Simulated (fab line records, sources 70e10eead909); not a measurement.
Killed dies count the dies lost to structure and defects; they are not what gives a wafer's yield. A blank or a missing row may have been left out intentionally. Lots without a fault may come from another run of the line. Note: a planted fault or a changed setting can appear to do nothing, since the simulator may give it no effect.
Chamber matching -- flow nand harc -- NHARC_A_CONTACT_ETCH_110 on rie diel-08: 3 sister chambers
The step etches the open film in CF4/O2, target depth 60 nm, overetch 6 nm, time 33 s. 14 wafers are shown with their chamber, then 5 later ones without.

## EACH WAFER AND ITS CHAMBER
wafer,chamber,drypump motor current A (A),oes product au (a.u.),rf vpp V (V)
L074.1,3,5.1,0.999,199.2
L074.2,1,5.5,1.010,198.0
L074.6,3,5.1,1.000,197.2
L076.1,0,6.1,1.015,199.7
L076.4,0,6.0,1.019,201.0
L076.5,3,5.1,0.988,199.7
L075.1,0,6.0,1.005,199.8
L075.4,0,6.1,1.024,200.7
L075.5,3,5.1,0.987,199.6
L077.2,0,6.1,1.020,200.1
L077.4,3,5.1,0.987,197.6
L077.5,0,6.1,1.007,200.9
L078.1,3,5.1,0.980,197.6
L078.2,0,6.0,1.018,200.8

SIGNATURES (averages over the wafers above)
reading,chamber 0,chamber 1,chamber 3,scatter within a chamber
drypump motor current A,6.057,5.500,5.100,0.0395
oes product au,1.01543,1.01000,0.99017,0.00736
rf vpp V,200.429,198.000,198.483,0.866
Rule: a wafer's distance from a chamber is the root of the sum, over the readings, of the square of ((its reading less the chamber's mean) divided by the reading's scatter). If the next closest chamber is less than 2 further off than the closest, the wafer can't be placed; otherwise it belongs to the closest. The scatter is the square root of a quotient: the sum, over the shown wafers, of each reading's squared deviation from its chamber's mean, divided by wafers minus chambers.

## WAFERS WITHOUT THEIR CHAMBER
wafer,drypump motor current A (A),oes product au (a.u.),rf vpp V (V)
L078.6,5.5,1.000,198.3
L079.2,5.5,0.983,198.0
L079.5,5.5,0.989,197.5
L087.1,6.1,1.021,200.1
L087.3,5.1,1.011,198.0

## EACH ONE'S CHAMBER
wafer,from the rows above,in truth
L078.6,1,1
L079.2,1,1
L079.5,1,1
L087.1,0,0
L087.3,3,3
Correct placement for 5 of the 5. Not placeable from these rows: 0. Wrongly placed: 0.
